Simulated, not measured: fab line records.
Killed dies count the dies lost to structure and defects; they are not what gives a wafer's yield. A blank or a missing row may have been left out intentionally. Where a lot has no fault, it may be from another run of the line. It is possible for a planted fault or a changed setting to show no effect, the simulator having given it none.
Chamber matching    flow nand harc    pecvd-01 running NHARC_P_M2_DEP_33: 3 sister chambers
The step deposits SiCN, target thk 30 nm. 3 wafers are shown with their chamber, then 12 later ones without.

== WAFERS PAIRED WITH THEIR CHAMBERS ==
wafer   chamber  heater power w (W)
L088.2  0        688
L088.3  2        468
L088.5  1        573

== WAFERS WITHOUT THEIR CHAMBER ==
wafer   heater power w (W)
L089.3  743
L089.4  425
L089.5  654
L093.3  449
L093.5  797
L093.6  508
L094.1  724
L094.4  435
L094.5  570
L096.1  568
L096.5  694
L096.6  569

== WHICH CHAMBER EACH ONE RAN IN ==
wafer   from the rows above      in truth
L089.3  0                        0
L089.4  2                        2
L089.5  can't be placed: 0 or 1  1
L093.3  2                        2
L093.5  0                        0
L093.6  can't be placed: 2 or 1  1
L094.1  0                        0
L094.4  2                        2
L094.5  1                        1
L096.1  1                        1
L096.5  0                        0
L096.6  1                        1
Placed correctly: 10 of 12. These rows do not allow placing 2 (true chamber among the candidates in 2). Wrongly placed: 0.
How it was worked out, from the rows above alone: a wafer's distance from a chamber is the root of the sum, over the readings, of the square of ((its reading less the chamber's mean) divided by the reading's scatter). The wafer belongs to the nearest chamber; if the next one is less than 2 further off, it can't be placed. For every chamber, the mean is computed from those of its wafers that are shown. The scatter: with one shown wafer a chamber, the root of the mean of the squares of how far each hidden wafer lies from its nearest shown one.
